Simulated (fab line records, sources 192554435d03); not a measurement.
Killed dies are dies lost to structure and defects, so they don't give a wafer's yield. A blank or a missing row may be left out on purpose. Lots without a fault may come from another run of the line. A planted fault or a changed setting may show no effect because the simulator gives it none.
Chamber matching | flow n5_finfet | N5_BEOL_M5_PRE_CLEAN_77 on cvd_co-02: 3 sister chambers
The step time 15 s. 16 wafers are shown with their chamber, then 8 later ones without.

WAFERS WITH THEIR CHAMBER
wafer  | chamber | heater_power_w (W)
L976.1 | 1       | 96
L976.2 | 0       | 92
L976.4 | 0       | 92
L977.1 | 0       | 93
L977.4 | 1       | 93
L977.6 | 2       | 66
L980.3 | 1       | 94
L980.4 | 2       | 63
L980.6 | 0       | 93
L981.2 | 2       | 65
L981.5 | 0       | 92
L981.6 | 1       | 94
L991.2 | 1       | 98
L991.4 | 2       | 64
L991.6 | 0       | 94
L992.4 | 1       | 96

SIGNATURES (means of the wafers above)
reading        | chamber 0 | chamber 1 | chamber 2 | scatter within a chamber
heater_power_w | 92.67     | 95.17     | 64.50     | 1.39
Rule: a wafer's distance from a chamber is the root of the sum, over the readings, of the square of ((its reading less the chamber's mean) divided by the reading's scatter). The wafer belongs to the nearest chamber; if the next one is less than 2 further off, it can't be placed. The scatter: the root of (the sum of the squares of (reading less its chamber's mean) over the shown wafers, divided by (wafers less chambers)).

WAFERS WITHOUT THEIR CHAMBER
wafer  | heater_power_w (W)
L992.5 | 95
L992.6 | 66
L993.1 | 65
L993.3 | 96
L993.6 | 97
L994.1 | 77
L994.3 | 65
L994.4 | 96

WHICH CHAMBER EACH WENT THROUGH
wafer  | from the rows above     | in truth
L992.5 | can't be placed: 1 or 0 | 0
L992.6 | 2                       | 2
L993.1 | 2                       | 2
L993.3 | can't be placed: 1 or 0 | 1
L993.6 | can't be placed: 1 or 0 | 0
L994.1 | 2                       | 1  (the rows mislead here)
L994.3 | 2                       | 2
L994.4 | can't be placed: 1 or 0 | 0
Placed correctly: 3 of 8. Can't be placed from these rows: 4 (the true chamber is among the candidates in 4). Placed wrongly: 1.
